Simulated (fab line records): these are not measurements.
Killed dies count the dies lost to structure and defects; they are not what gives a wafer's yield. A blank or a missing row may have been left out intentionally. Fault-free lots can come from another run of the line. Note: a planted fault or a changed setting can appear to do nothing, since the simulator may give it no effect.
Chamber matching | flow nand harc | 4 sister chambers for NHARC_A_DECK1_JOINT_ETCHBACK_00 on rie si-05
The step etches the open film in HBr, target depth 30 nm, time 17.4 s. 8 wafers are shown with their chamber, then 10 later ones without.

== WAFERS PAIRED WITH THEIR CHAMBERS ==
wafer  | chamber | rf fwd power W (W) | throttle valve pct (%)
L082.1 | 0       | 344.5              | 23.259
L082.3 | 3       | 341.7              | 23.269
L082.5 | 2       | 341.4              | 23.280
L090.2 | 0       | 343.0              | 23.268
L090.3 | 1       | 343.4              | 23.260
L090.6 | 1       | 344.4              | 23.266
L091.2 | 2       | 341.1              | 23.258
L091.3 | 3       | 340.5              | 23.279

== WAFERS MISSING THEIR CHAMBER ==
wafer  | rf fwd power W (W) | throttle valve pct (%)
L091.6 | 341.6              | 23.273
L094.1 | 342.7              | 23.262
L094.3 | 344.7              | 23.266
L094.6 | 344.4              | 23.269
L095.1 | 344.6              | 23.279
L095.4 | 344.4              | 23.271
L095.5 | 343.7              | 23.266
L096.1 | 342.8              | 23.278
L096.3 | 342.2              | 23.262
L096.4 | 345.7              | 23.260

== CHAMBER TAKEN BY EACH ==
wafer  | from the rows above               | in truth
L091.6 | can't be placed: 2 or 3           | 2
L094.1 | can't be placed: 0 or 1 or 2 or 3 | 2
L094.3 | can't be placed: 1 or 0           | 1
L094.6 | can't be placed: 1 or 0           | 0
L095.1 | can't be placed: 1 or 0           | 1
L095.4 | can't be placed: 1 or 0           | 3
L095.5 | can't be placed: 0 or 1           | 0
L096.1 | can't be placed: 0 or 1 or 2 or 3 | 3
L096.3 | can't be placed: 2 or 3 or 0 or 1 | 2
L096.4 | can't be placed: 1 or 0           | 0
Correct placement for 0 of the 10. Cannot be placed on the basis of these rows: 10; the candidates contain the true chamber in 9. Placed wrongly: 0.
How it was worked out, from the rows above alone: a wafer's distance from a chamber is the root of the sum, over the readings, of the square of ((its reading less the chamber's mean) divided by the reading's scatter). If the next closest chamber is less than 2 further off than the closest, the wafer can't be placed; otherwise it belongs to the closest. The mean given for a chamber averages the wafers shown for that chamber. The scatter: the root of (the sum of the squares of (reading less its chamber's mean) over the shown wafers, divided by (wafers less chambers)).
